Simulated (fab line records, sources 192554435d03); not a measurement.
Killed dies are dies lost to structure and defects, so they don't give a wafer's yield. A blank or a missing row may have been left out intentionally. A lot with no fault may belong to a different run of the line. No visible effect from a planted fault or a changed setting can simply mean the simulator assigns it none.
fab line records	flow n5-finfet
record lots=7	wafers=21
route steps=1938 shown BEOL_M9@1411 BEOL_M10@1477 BEOL_M11@1541
start-h: hours from the record's opening day to when the first of the lot's shown wafers began	wait-h: how many hours have passed since the lot's step before this one	" as in the row above	L1.1+2: several wafers, shown together as one row	- either no value or no given start	* or withheld: withheld	< > ~ a bound
route shown NAME@n: names a module that has steps shown in the file, with the first one's number in the route	usual: mean and standard deviation over wafers with no fault	same: alike in all rows	chamber/n: place in a boat	sites: readings site by site	_std_site: the standard deviation of these	_edge_site: inner sites' mean taken away from outer sites' mean	radius-mm: how far each site lies from the wafer's centre	mask NAME#n: copy n	behind: tool/chamber where the wafer was last shaped	hold: why the lot went on hold/how many hours it stayed there/how the hold came to an end	device: the n, p or np transistor that did not switch	end of line: tests run on the same wafers once the route is complete	where a step has no rows: the recipe by itself	killed: dies lost to structure and defects at the first sort, not the wafer's yield	map: dies across one wafer; x = killed, . = not, _ = none there
set.NAME: the setting that was run; set.NAME@STEP: the one run at that earlier step	model.NAME: the simulator's own value behind a step, which no gauge read
lots whose settings were changed on purpose; a table a step, a row a wafer
## steps
# step N5_BEOL_M9_EXPOSE_08
# recipe mask-id=M9	na=1.35	source-shape=dipole	sigma-inner=0.411	sigma-outer=0.611	polarization=te	dose-mj=53.75
lot.wafer	tool	chamber	start-h	wait-h	mask	set.dose-mj
L074.1+2+3	arfi-scanner-03	0	218.92	-	M9#0	53.75
L076.1+2+4	arfi-scanner-02	0	229.20	-	M9#0	53.75
L078.2+3	arfi-scanner-03	0	241.36	-	M9#0	53.75
L078.6	"	0	"	"	M9#0	50.58
L082.1+4	arfi-scanner-01	0	275.02	-	M9#0	56.6
L082.3	"	0	"	"	M9#0	53.75
L084.2	arfi-scanner-03	0	283.58	-	M9#0	53.75
L084.3+5	"	0	"	"	M9#0	51.24
L087.3+4	arfi-scanner-01	0	302.62	-	M9#0	53.75
L087.5	"	0	"	"	M9#0	51.81
L095.2+4+5	arfi-scanner-01	0	346.66	-	M9#0	53.75
# step N5_BEOL_M9_PEB_09
# recipe peb-temp-c=withheld	peb-time-s=60	resist=CAR-ArF
# step N5_BEOL_M9_DEVELOP_10
# recipe develop-time-s=30	developer=TMAH	resist=CAR-ArF	rinse-liquid=diw	dry=air-spin	dev-temp-c=23
# step N5_BEOL_M9_CD_MEAS_11
# recipe target-cd-nm=64.1	landing-energy-ev=500	detector=se-inlens	polarity=opening
# usual cd-nm=64.1/0.5
lot.wafer	tool	chamber	start-h	wait-h	set.dose-mj@BEOL_M9_EXPOSE_08	cd-nm
L074.1	cd-sem-03	0	219.05	-	53.75	64.1
L074.2	"	0	"	"	53.75	64.9
L074.3	"	0	"	"	53.75	63.9
L076.1	cd-sem-02	0	229.33	-	53.75	63.8
L076.2	"	0	"	"	53.75	64.2
L076.4	"	0	"	"	53.75	64.4
L078.2	cd-sem-03	0	241.48	-	53.75	63.7
L078.3	"	0	"	"	53.75	63.5
L078.6	"	0	"	"	50.58	61.5
L082.1	cd-sem-01	0	275.14	-	56.6	67.5
L082.3	"	0	"	"	53.75	63.8
L082.4	"	0	"	"	56.6	67.0
L084.2	cd-sem-01	0	283.71	-	53.75	63.8
L084.3	"	0	"	"	51.24	60.8
L084.5	"	0	"	"	51.24	62.2
L087.3	cd-sem-01	0	302.74	-	53.75	63.7
L087.4	"	0	"	"	53.75	64.1
L087.5	"	0	"	"	51.81	62.0
L095.2	cd-sem-01	0	346.79	-	53.75	63.9
L095.4	"	0	"	"	53.75	64.6
L095.5	"	0	"	"	53.75	64.0
# step N5_BEOL_M9_DESCUM_16
# recipe chemistry=O2	time-s=7.9	source-power-w=50	bias-power-w=20	pressure-mtorr=20	rf-frequency-hz=2.712e+07	temp-c=40	resist=CAR-ArF	o2-flow-sccm=225
# step N5_BEOL_M9_ETCH_61
# recipe chemistry=CF4	target=SiARC	target-depth-a=390	mask-material=CAR-ArF	time-s=65	ion-energy-ev=80	pressure-mtorr=40	source-w=545	bias-w=36	Ar_flow_sccm=100	cf4-flow-sccm=100	ends=cleared
lot.wafer	tool	chamber	start-h	wait-h	set.dose-mj@BEOL_M9_EXPOSE_08	model.BEOL_M9.cd-offset-nm
L074.1	rie-diel-01	2	219.17	0.0	53.75	0
L074.2	"	3	"	"	53.75	0.4
L074.3	"	1	"	"	53.75	-0.4
L076.1+2	rie-diel-04	2,0	229.45	0.0	53.75	-0.2
L076.4	"	3	"	"	53.75	0.2
L078.2	rie-diel-06	1	242.03	0.0	53.75	-0.4
L078.3	"	3	"	"	53.75	-0.2
L078.6	"	1	"	"	50.58	-2.8
L082.1	rie-diel-04	3	275.34	0.0	56.6	3.2
L082.3	"	0	"	"	53.75	-0.6
L082.4	"	2	"	"	56.6	3
L084.2	rie-diel-04	2	284.21	0.0	53.75	-0.4
L084.3	"	0	"	"	51.24	-3.4
L084.5	"	3	"	"	51.24	-2
L087.3	rie-diel-04	1	303.07	0.0	53.75	-0.6
L087.4	"	3	"	"	53.75	-0.4
L087.5	"	3	"	"	51.81	-2.4
L095.2+5	rie-diel-01	2,0	346.92	0.0	53.75	0
L095.4	"	0	"	"	53.75	0.6
# step N5_BEOL_M9_ETCH_62
# recipe chemistry=N2/H2	target=SOC	target-depth-a=1100	overetch-a=220	mask-material=SiARC	temp-c=40	time-s=165	ion-energy-ev=200	pressure-mtorr=30	source-w=840	bias-w=150	n2-flow-sccm=200	h2-flow-sccm=200
lot.wafer	tool	chamber	start-h	wait-h	set.dose-mj@BEOL_M9_EXPOSE_08	model.BEOL_M9.cd-offset-nm
L074.1	rie-diel-01	2	219.22	0.0	53.75	0
L074.2	"	3	"	"	53.75	0.6
L074.3	"	1	"	"	53.75	-0.4
L076.1	rie-diel-04	2	229.50	0.0	53.75	0
L076.2	"	0	"	"	53.75	-0.2
L076.4	"	3	"	"	53.75	0.2
L078.2	rie-diel-06	1	242.08	0.0	53.75	-0.6
L078.3	"	3	"	"	53.75	-0.4
L078.6	"	1	"	"	50.58	-3
L082.1	rie-diel-04	3	275.39	0.0	56.6	3
L082.3	"	0	"	"	53.75	-0.8
L082.4	"	2	"	"	56.6	3.2
L084.2	rie-diel-04	2	284.26	0.0	53.75	-0.4
L084.3	"	0	"	"	51.24	-3.6
L084.5	"	3	"	"	51.24	-2.2
L087.3	rie-diel-04	1	303.12	0.0	53.75	-0.8
L087.4	"	3	"	"	53.75	-0.6
L087.5	"	3	"	"	51.81	-2.4
L095.2+5	rie-diel-01	2,0	346.97	0.0	53.75	0.2
L095.4	"	0	"	"	53.75	0.8
# step N5_BEOL_M9_STRIP_68
# recipe chemistry=N2/H2	temp-c=40	n2-flow-sccm=200	h2-flow-sccm=200	rf-frequency-hz=6e+07
# step N5_BEOL_M9_STRIP_67
# recipe chemistry=CF4	resist=SiARC	power-w=300	bias-power-w=75	pressure-mtorr=50	cf4-flow-sccm=150	rf-frequency-hz=6e+07
# step N5_BEOL_M9_HM_OPEN_17
# recipe chemistry=Cl2/BCl3	target-depth-a=200	overetch-a=60	target=TiN	mask-material=SOC	ion-energy-ev=150	pressure-mtorr=10	icp-w=1000	bias-w=126	Cl2_flow_sccm=53.25	bcl3-flow-sccm=21.75	Ar_flow_sccm=25
# step N5_BEOL_M9_STRIP_19
# recipe chemistry=O2	power-w=400	temp-c=40	pressure-mtorr=30	rf-frequency-hz=6e+07	bias-power-w=0	overash-fraction=0.2	o2-flow-sccm=225
# step N5_BEOL_M9_CD_MEAS_18
# recipe pitch-nm=140	target-cd-nm=70
# usual cd-nm=69.9/0.55
lot.wafer	tool	chamber	start-h	wait-h	set.dose-mj@BEOL_M9_EXPOSE_08	cd-nm
L074.1	cd-sem-02	-	219.59	0.0	53.75	69.8
L074.2	"	-	"	"	53.75	70.4
L074.3	"	-	"	"	53.75	69.5
L076.1	cd-sem-03	-	229.87	0.0	53.75	70.0
L076.2	"	-	"	"	53.75	69.4
L076.4	"	-	"	"	53.75	70.1
L078.2	cd-sem-01	-	242.65	0.1	53.75	69.2
L078.3	"	-	"	"	53.75	69.8
L078.6	"	-	"	"	50.58	67.2
L082.1	cd-sem-02	-	275.79	0.1	56.6	73.1
L082.3	"	-	"	"	53.75	69.0
L082.4	"	-	"	"	56.6	73.3
L084.2	cd-sem-02	-	284.81	0.1	53.75	69.3
L084.3	"	-	"	"	51.24	66.5
L084.5	"	-	"	"	51.24	67.5
L087.3	cd-sem-01	-	303.56	0.1	53.75	68.9
L087.4	"	-	"	"	53.75	69.3
L087.5	"	-	"	"	51.81	67.7
L095.2	cd-sem-01	-	347.46	0.1	53.75	69.8
L095.4	"	-	"	"	53.75	71.1
L095.5	"	-	"	"	53.75	69.6
# step N5_BEOL_M9_COAT_63
# recipe resist=SOC	temp-c=250	time-s=60	spin-rpm=1500	resist-thk-nm=60
# step N5_BEOL_M9_COAT_64
# recipe resist=SiARC	temp-c=220	time-s=60	spin-rpm=1500	resist-thk-nm=12
# step N5_BEOL_M9_PRECLEAN_42
# recipe chemistry=residue-remover	time-s=60	temp-c=40
# step N5_BEOL_M9_SRD_43
# recipe time-s=30	temp-c=23	rinse-liquid=diw	dry=ipa-marangoni
# step N5_BEOL_M9_CD_MEAS_35
# recipe target-cd-nm=70	target-cd-y-nm=40	polarity=opening
# usual cd-nm=69.8/0.53
lot.wafer	tool	chamber	start-h	wait-h	set.dose-mj@BEOL_M9_EXPOSE_08	cd-nm
L074.1	cd-sem-01	-	220.63	0.0	53.75	69.9
L074.2	"	-	"	"	53.75	70.1
L074.3	"	-	"	"	53.75	69.5
L076.1	cd-sem-01	-	230.94	0.0	53.75	69.7
L076.2	"	-	"	"	53.75	69.8
L076.4	"	-	"	"	53.75	70.0
L078.2	cd-sem-03	-	243.74	0.0	53.75	69.3
L078.3	"	-	"	"	53.75	69.5
L078.6	"	-	"	"	50.58	67.1
L082.1	cd-sem-01	-	277.74	0.0	56.6	72.5
L082.3	"	-	"	"	53.75	68.5
L082.4	"	-	"	"	56.6	73.0
L084.2	cd-sem-02	-	286.43	0.0	53.75	69.5
L084.3	"	-	"	"	51.24	66.3
L084.5	"	-	"	"	51.24	67.5
L087.3	cd-sem-02	-	306.23	0.0	53.75	69.0
L087.4	"	-	"	"	53.75	69.3
L087.5	"	-	"	"	51.81	68.0
L095.2	cd-sem-03	-	348.73	0.0	53.75	70.2
L095.4	"	-	"	"	53.75	70.3
L095.5	"	-	"	"	53.75	69.5
# step N5_BEOL_M10_COAT_05
# recipe resist=CAR-ArF	spin-rpm=1500	resist-thk-nm=90
lot.wafer	tool	chamber	start-h	wait-h	set.spin-rpm	model.CAR-ArF_of_BEOL_M10_COAT_05.thk-nm
L074.1	litho-track-03	0	-	-	1500	90
L074.2+3	"	0	"	"	1500	89.6
L076.1	litho-track-04	0	-	-	1398	93.4
L076.2	"	0	"	"	1398	93.6
L076.4	"	0	"	"	1500	90.4
L078.2+6	litho-track-04	0	-	-	1500	90
L078.3	"	0	"	"	1500	89.8
L082.1	litho-track-04	0	-	-	1661	85.6
L082.3	"	0	"	"	1661	85.2
L082.4	"	0	"	"	1661	85.4
L084.2	litho-track-02	0	-	-	1500	90.2
L084.3	"	0	"	"	1579	87.8
L084.5	"	0	"	"	1579	88
L087.3+5	litho-track-02	0	-	-	1500	90.2
L087.4	"	0	"	"	1500	90.4
L095.2+4	litho-track-04	0	-	-	1372	94.2
L095.5	"	0	"	"	1500	90
# step N5_BEOL_M10_EXPOSE_08
# recipe mask-id=M10	na=1.35	source-shape=dipole	sigma-inner=0.411	sigma-outer=0.611	polarization=te	dose-mj=53.75
lot.wafer	tool	chamber	start-h	wait-h	mask	set.dose-mj
L074.1+2+3	arfi-scanner-02	0	228.42	-	M10#0	53.75
L076.1+4	arfi-scanner-03	0	237.64	-	M10#0	53.75
L076.2	"	0	"	"	M10#0	50.55
L078.2+6	arfi-scanner-03	0	248.30	-	M10#0	55.6
L078.3	"	0	"	"	M10#0	53.75
L082.1+4	arfi-scanner-03	0	283.95	-	M10#0	53.75
L082.3	"	0	"	"	M10#0	57.27
L084.2+5	arfi-scanner-02	0	290.81	-	M10#0	53.75
L084.3	"	0	"	"	M10#0	51.7
L087.3	arfi-scanner-03	0	310.42	-	M10#0	53.75
L087.4+5	"	0	"	"	M10#0	51.82
L095.2+4	arfi-scanner-03	0	355.11	-	M10#0	57.14
L095.5	"	0	"	"	M10#0	53.75
# step N5_BEOL_M10_PEB_09
# recipe peb-temp-c=withheld	peb-time-s=60	resist=CAR-ArF
# step N5_BEOL_M10_DEVELOP_10
# recipe develop-time-s=30	developer=TMAH	resist=CAR-ArF	rinse-liquid=diw	dry=air-spin	dev-temp-c=23
lot.wafer	tool	chamber	start-h	wait-h	set.spin-rpm@BEOL_M10_COAT_05	model.CAR-ArF_of_BEOL_M10_COAT_05.thk-nm
L074.1	litho-track-02	0	-	-	1500	88.2
L074.2	"	0	"	"	1500	87.8
L074.3	"	0	"	"	1500	88
L076.1	litho-track-02	0	-	-	1398	91.8
L076.2	"	0	"	"	1398	92
L076.4	"	0	"	"	1500	88.6
L078.2+6	litho-track-04	0	-	-	1500	88.2
L078.3	"	0	"	"	1500	88
L082.1+4	litho-track-03	0	-	-	1661	83.8
L082.3	"	0	"	"	1661	83.6
L084.2	litho-track-03	0	-	-	1500	88.4
L084.3+5	"	0	"	"	1579	86.2
L087.3+4+5	litho-track-04	0	-	-	1500	88.6
L095.2+4	litho-track-02	0	-	-	1372	92.4
L095.5	"	0	"	"	1500	88.4
# step N5_BEOL_M10_CD_MEAS_11
# recipe target-cd-nm=64.1	landing-energy-ev=500	detector=se-inlens	polarity=opening
# usual cd-nm=64.0/0.5
lot.wafer	tool	chamber	start-h	wait-h	set.dose-mj@BEOL_M10_EXPOSE_08	cd-nm
L074.1	cd-sem-03	0	228.54	-	53.75	64.3
L074.2	"	0	"	"	53.75	64.4
L074.3	"	0	"	"	53.75	64.2
L076.1	cd-sem-02	0	237.77	-	53.75	63.8
L076.2	"	0	"	"	50.55	61.3
L076.4	"	0	"	"	53.75	64.1
L078.2	cd-sem-03	0	248.42	-	55.6	65.7
L078.3	"	0	"	"	53.75	64.3
L078.6	"	0	"	"	55.6	66.4
L082.1	cd-sem-02	0	284.08	-	53.75	64.4
L082.3	"	0	"	"	57.27	68.1
L082.4	"	0	"	"	53.75	63.8
L084.2	cd-sem-03	0	290.93	-	53.75	63.3
L084.3	"	0	"	"	51.7	61.6
L084.5	"	0	"	"	53.75	64.0
L087.3	cd-sem-02	0	310.53	-	53.75	64.6
L087.4	"	0	"	"	51.82	62.4
L087.5	"	0	"	"	51.82	63.4
L095.2	cd-sem-03	0	355.23	-	57.14	68.1
L095.4	"	0	"	"	57.14	68.3
L095.5	"	0	"	"	53.75	64.4
# step N5_BEOL_M10_DESCUM_16
# recipe chemistry=O2	time-s=7.9	source-power-w=50	bias-power-w=20	pressure-mtorr=20	rf-frequency-hz=2.712e+07	temp-c=40	resist=CAR-ArF	o2-flow-sccm=225
# step N5_BEOL_M10_ETCH_61
# recipe chemistry=CF4	target=SiARC	target-depth-a=390	mask-material=CAR-ArF	time-s=65	ion-energy-ev=80	pressure-mtorr=40	source-w=545	bias-w=36	Ar_flow_sccm=100	cf4-flow-sccm=100	ends=cleared
lot.wafer	tool	chamber	start-h	wait-h	set.dose-mj@BEOL_M10_EXPOSE_08	model.BEOL_M10.cd-offset-nm
L074.1+3	rie-diel-02	0,1	228.67	0.0	53.75	0
L074.2	"	3	"	"	53.75	-0.4
L076.1	rie-diel-05	2	238.27	0.0	53.75	-0.2
L076.2	"	0	"	"	50.55	-3.4
L076.4	"	1	"	"	53.75	0.2
L078.2	rie-diel-05	3	248.81	0.0	55.6	1.6
L078.3	"	0	"	"	53.75	-0.4
L078.6	"	1	"	"	55.6	2
L082.1	rie-diel-03	1	284.28	0.0	53.75	0
L082.3	"	2	"	"	57.27	4
L082.4	"	3	"	"	53.75	-0.2
L084.2	rie-diel-05	0	291.13	0.0	53.75	-0.8
L084.3	"	3	"	"	51.7	-2.6
L084.5	"	3	"	"	53.75	-0.2
L087.3	rie-diel-05	2	310.73	0.0	53.75	0.6
L087.4	"	0	"	"	51.82	-1.4
L087.5	"	2	"	"	51.82	-1.2
L095.2	rie-diel-05	1	355.95	0.0	57.14	3.6
L095.4	"	3	"	"	57.14	4
L095.5	"	0	"	"	53.75	0.4
# step N5_BEOL_M10_ETCH_62
# recipe chemistry=N2/H2	target=SOC	target-depth-a=1100	overetch-a=220	mask-material=SiARC	temp-c=40	time-s=165	ion-energy-ev=200	pressure-mtorr=30	source-w=840	bias-w=150	n2-flow-sccm=200	h2-flow-sccm=200
lot.wafer	tool	chamber	start-h	wait-h	set.dose-mj@BEOL_M10_EXPOSE_08	model.BEOL_M10.cd-offset-nm
L074.1	rie-diel-02	0	228.72	0.0	53.75	0
L074.2	"	3	"	"	53.75	-0.2
L074.3	"	1	"	"	53.75	-0.4
L076.1	rie-diel-05	2	238.32	0.0	53.75	-0.6
L076.2	"	0	"	"	50.55	-3
L076.4	"	1	"	"	53.75	0.4
L078.2	rie-diel-05	3	248.86	0.0	55.6	1.8
L078.3	"	0	"	"	53.75	0
L078.6	"	1	"	"	55.6	2.4
L082.1	rie-diel-03	1	284.33	0.0	53.75	0.2
L082.3	"	2	"	"	57.27	4.8
L082.4	"	3	"	"	53.75	0
L084.2+5	rie-diel-05	0,3	291.18	0.0	53.75	-0.2
L084.3	"	3	"	"	51.7	-2.4
L087.3	rie-diel-05	2	310.78	0.0	53.75	0.6
L087.4	"	0	"	"	51.82	-1
L087.5	"	2	"	"	51.82	-1.2
L095.2+4	rie-diel-05	1,3	356.00	0.0	57.14	3.8
L095.5	"	0	"	"	53.75	0.6
# step N5_BEOL_M10_STRIP_68
# recipe chemistry=N2/H2	temp-c=40	n2-flow-sccm=200	h2-flow-sccm=200	rf-frequency-hz=6e+07
# step N5_BEOL_M10_STRIP_67
# recipe chemistry=CF4	resist=SiARC	power-w=300	bias-power-w=75	pressure-mtorr=50	cf4-flow-sccm=150	rf-frequency-hz=6e+07
# step N5_BEOL_M10_HM_OPEN_17
# recipe chemistry=Cl2/BCl3	target-depth-a=200	overetch-a=60	target=TiN	mask-material=SOC	ion-energy-ev=150	pressure-mtorr=10	icp-w=1000	bias-w=126	Cl2_flow_sccm=53.25	bcl3-flow-sccm=21.75	Ar_flow_sccm=25
# step N5_BEOL_M10_STRIP_19
# recipe chemistry=O2	power-w=400	temp-c=40	pressure-mtorr=30	rf-frequency-hz=6e+07	bias-power-w=0	overash-fraction=0.2	o2-flow-sccm=225
# step N5_BEOL_M10_CD_MEAS_18
# recipe pitch-nm=140	target-cd-nm=70
# usual cd-nm=70.0/0.54
lot.wafer	tool	chamber	start-h	wait-h	set.dose-mj@BEOL_M10_EXPOSE_08	cd-nm
L074.1	cd-sem-03	-	229.08	0.0	53.75	70.1
L074.2	"	-	"	"	53.75	69.7
L074.3	"	-	"	"	53.75	69.6
L076.1	cd-sem-02	-	238.69	0.0	53.75	69.4
L076.2	"	-	"	"	50.55	67.2
L076.4	"	-	"	"	53.75	70.3
L078.2	cd-sem-03	-	249.27	0.1	55.6	71.6
L078.3	"	-	"	"	53.75	70.0
L078.6	"	-	"	"	55.6	72.1
L082.1	cd-sem-02	-	284.70	0.0	53.75	70.1
L082.3	"	-	"	"	57.27	74.8
L082.4	"	-	"	"	53.75	69.9
L084.2	cd-sem-02	-	291.64	0.1	53.75	69.8
L084.3	"	-	"	"	51.7	67.5
L084.5	"	-	"	"	53.75	69.9
L087.3	cd-sem-01	-	311.50	0.1	53.75	70.5
L087.4	"	-	"	"	51.82	68.8
L087.5	"	-	"	"	51.82	68.8
L095.2	cd-sem-02	-	356.37	0.1	57.14	73.9
L095.4	"	-	"	"	57.14	73.9
L095.5	"	-	"	"	53.75	71.0
# step N5_BEOL_M10_COAT_63
# recipe resist=SOC	temp-c=250	time-s=60	spin-rpm=1500	resist-thk-nm=100
# step N5_BEOL_M10_COAT_64
# recipe resist=SiARC	temp-c=220	time-s=60	spin-rpm=1500	resist-thk-nm=30
# step N5_BEOL_M10_PRECLEAN_42
# recipe chemistry=residue-remover	time-s=60	temp-c=40
# step N5_BEOL_M10_SRD_43
# recipe time-s=30	temp-c=23	rinse-liquid=diw	dry=ipa-marangoni
# step N5_BEOL_M10_CD_MEAS_35
# recipe target-cd-nm=70	polarity=opening
# usual cd-nm=70.0/0.62
lot.wafer	tool	chamber	start-h	wait-h	set.dose-mj@BEOL_M10_EXPOSE_08	cd-nm
L074.1	cd-sem-03	-	230.91	0.0	53.75	69.8
L074.2	"	-	"	"	53.75	69.8
L074.3	"	-	"	"	53.75	69.6
L076.1	cd-sem-01	-	239.80	0.0	53.75	69.4
L076.2	"	-	"	"	50.55	66.9
L076.4	"	-	"	"	53.75	70.3
L078.2	cd-sem-01	-	253.76	0.0	55.6	71.5
L078.3	"	-	"	"	53.75	69.8
L078.6	"	-	"	"	55.6	72.6
L082.1	cd-sem-03	-	286.27	0.0	53.75	70.4
L082.3	"	-	"	"	57.27	74.6
L082.4	"	-	"	"	53.75	69.9
L084.2	cd-sem-02	-	294.29	0.0	53.75	69.8
L084.3	"	-	"	"	51.7	67.7
L084.5	"	-	"	"	53.75	69.8
L087.3	cd-sem-03	-	313.85	0.0	53.75	70.3
L087.4	"	-	"	"	51.82	69.1
L087.5	"	-	"	"	51.82	69.0
L095.2	cd-sem-02	-	359.17	0.0	57.14	74.3
L095.4	"	-	"	"	57.14	74.0
L095.5	"	-	"	"	53.75	70.7
# step N5_BEOL_M11_COAT_59
# recipe resist=SOC	temp-c=250	time-s=60	spin-rpm=1500	resist-thk-nm=100
lot.wafer	tool	chamber	start-h	wait-h	set.spin-rpm	model.SOC_of_BEOL_M11_COAT_59.thk-nm
L074.1	litho-track-05	0	236.81	0.1	1500	99.4
L074.2+3	"	0	"	"	1500	99.8
L076.1	litho-track-02	0	244.99	0.1	1500	99.8
L076.2	"	0	"	"	1500	99.4
L076.4	"	0	"	"	1409	103
L078.2	litho-track-02	0	262.70	0.1	1500	99.4
L078.3	"	0	"	"	1500	99.8
L078.6	"	0	"	"	1360	104.6
L082.1	litho-track-05	0	290.23	0.1	1447	102.6
L082.3	"	0	"	"	1500	100.4
L082.4	"	0	"	"	1500	100.6
L084.2+5	litho-track-01	0	302.47	0.1	1500	100
L084.3	"	0	"	"	1642	95.8
L087.3	litho-track-05	0	320.55	0.1	1573	97.6
L087.4	"	0	"	"	1573	97.8
L087.5	"	0	"	"	1500	100.2
L095.2+4	litho-track-02	0	366.00	0.1	1500	100
L095.5	"	0	"	"	1500	99.8
## key
split step=N5_BEOL_M9_EXPOSE_08	setting=dose-mj	stated=53.75	by=wafer
response step=N5_BEOL_M9_CD_MEAS_11	reading=cd-nm	change=+0.49	per=1%	r=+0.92
response step=N5_BEOL_M9_ETCH_61	reading=model.BEOL_M9.cd-offset-nm	change=+0.532	per=1%	r=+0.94
response step=N5_BEOL_M9_ETCH_62	reading=model.BEOL_M9.cd-offset-nm	change=+0.545	per=1%	r=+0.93
response step=N5_BEOL_M9_CD_MEAS_18	reading=cd-nm	change=+0.529	per=1%	r=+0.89
response step=N5_BEOL_M9_CD_MEAS_35	reading=cd-nm	change=+0.536	per=1%	r=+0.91
split step=N5_BEOL_M10_COAT_05	setting=spin-rpm	stated=1500	by=wafer
response step=N5_BEOL_M10_COAT_05	reading=model.CAR-ArF_of_BEOL_M10_COAT_05.thk-nm	change=-0.47	per=1%	r=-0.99
response step=N5_BEOL_M10_DEVELOP_10	reading=model.CAR-ArF_of_BEOL_M10_COAT_05.thk-nm	change=-0.464	per=1%	r=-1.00
split step=N5_BEOL_M10_EXPOSE_08	setting=dose-mj	stated=53.75	by=wafer
response step=N5_BEOL_M10_CD_MEAS_11	reading=cd-nm	change=+0.541	per=1%	r=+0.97
response step=N5_BEOL_M10_ETCH_61	reading=model.BEOL_M10.cd-offset-nm	change=+0.578	per=1%	r=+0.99
response step=N5_BEOL_M10_ETCH_62	reading=model.BEOL_M10.cd-offset-nm	change=+0.571	per=1%	r=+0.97
response step=N5_BEOL_M10_CD_MEAS_18	reading=cd-nm	change=+0.552	per=1%	r=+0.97
response step=N5_BEOL_M10_CD_MEAS_35	reading=cd-nm	change=+0.563	per=1%	r=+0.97
split step=N5_BEOL_M11_COAT_59	setting=spin-rpm	stated=1500	by=wafer
response step=N5_BEOL_M11_COAT_59	reading=model.SOC_of_BEOL_M11_COAT_59.thk-nm	change=-0.507	per=1%	r=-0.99
